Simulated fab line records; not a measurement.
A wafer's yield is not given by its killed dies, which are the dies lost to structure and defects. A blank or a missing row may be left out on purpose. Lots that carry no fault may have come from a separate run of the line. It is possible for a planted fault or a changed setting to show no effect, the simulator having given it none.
Lot-split experiment -- flow n5Finfet -- route with 1938 steps; 7 lots, 21 wafers read

== THE SPLIT ==
At N5_BEOL_M7_PECVD_70 (deposits SiO2 from TEOS/O2, target thk 20 nm, time 22.7 s), the setting tempC was moved away from the recipe's 400 C on 9 of the 21 wafers read, by -2.7% to +2.8%. This setting was run at the recipe's value on the other wafers.

The reading comes from the split's own step.

== THE READING ==
SiO2_of_BEOL_M7_PECVD_70.thkNm (the simulator's own value, which no gauge read), in nm, at N5_BEOL_M7_PECVD_70 (deposits SiO2 from TEOS/O2, target thk 20 nm, time 22.7 s). No usual value for it is given in the file. Here, 12 wafers ran the recipe; their average is 19.7 nm with a standard deviation of 0.24 nm.

wafer,"tool, chamber at the split","tempC as run, C",against the recipe,"SiO2_of_BEOL_M7_PECVD_70.thkNm, nm",against lot-mates on the recipe
L074.1,"pecvd-04, 1",400,recipe,19.8,-
L074.2,"pecvd-04, 2",392.4,-1.9%,20.8,+0.8
L074.5,"pecvd-04, 0",400,recipe,20.2,-
L075.1,"pecvd-02, 1",411.1,+2.8%,18.2,-1.4
L075.2,"pecvd-02, 0",400,recipe,19.6,-
L075.3,"pecvd-02, 0",411.1,+2.8%,18.6,-1.0
L078.1,"pecvd-02, 0",400,recipe,19.4,-
L078.5,"pecvd-02, 0",400,recipe,19.4,-
L078.4,"pecvd-02, 0",400,recipe,19.6,-
L083.3,"pecvd-03, 2,1",406.4,+1.6%,19.2,-0.8
L083.5,"pecvd-03, 2,1",406.4,+1.6%,19.2,-0.8
L083.6,"pecvd-03, 2",400,recipe,20,-
L094.1,"pecvd-03, 1",400,recipe,19.6,-
L094.2,"pecvd-03, 2",400,recipe,19.8,-
L094.3,"pecvd-03, 0",400,recipe,19.4,-
L096.2,"pecvd-04, 0",389.3,-2.7%,21.4,+1.6
L096.3,"pecvd-04, 1,2",400,recipe,19.8,-
L096.4,"pecvd-04, 1,2",400,recipe,19.8,-
L097.3,"pecvd-02, 2",405.2,+1.3%,19.2,no lot-mate on the recipe
L097.4,"pecvd-02, 2",405.2,+1.3%,19.2,no lot-mate on the recipe
L097.5,"pecvd-02, 0",405.2,+1.3%,19,no lot-mate on the recipe
If several chambers appear in one row, that row covers several wafers at once and the file leaves open which wafer was in which chamber.

THE FIT
A straight line over all 21 wafers: SiO2_of_BEOL_M7_PECVD_70.thkNm changes by -0.502 nm for each +1% of tempC; r = -0.94; the points scatter about the line by 0.23 nm.
The same after taking each lot's own level away (the mean of its wafers on the recipe; 18 wafers): -0.483 nm for each +1%; r = -0.97; scatter 0.16 nm.
The reading moves by 1.3 nm for the largest change in tempC, on that fit.
Across the lots, their own levels run from 19.47 to 20.00 nm, a range of 2.2 times the standard deviation given above.
The two slopes agree, so the slope changes little with the lot-to-lot level.
Check: with one of the wafers moved furthest among these (+2.8%) left out of the fit, the line predicts -1.29 nm for it against its lot-mates. It came out at -1.4 nm against them.

== ADDITIONAL SPLITS CARRIED BY THESE WAFERS ==
Note: prior to the reading, these wafers also went through further splits. Each is held against what the fit with the lots' levels taken away leaves over:
other split on the same wafers,wafers away from the commonest value,r with SiO2_of_BEOL_M7_PECVD_70.thkNm (lot level and that fit taken away)
N5_BEOL_M4_COAT_67 spinRpm,6,+0.39
N5_BEOL_M5_COAT_22 spinRpm,4,-0.08
N5_BEOL_M5_EXPOSE_25 doseMj,6,+0.09
N5_BEOL_M5_SPUTTER_48 timeS,7,+0.20

== FILE'S OWN FIT ==
SiO2_of_BEOL_M7_PECVD_70.thkNm changes by -0.495 nm for each +1% of tempC, r = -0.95.
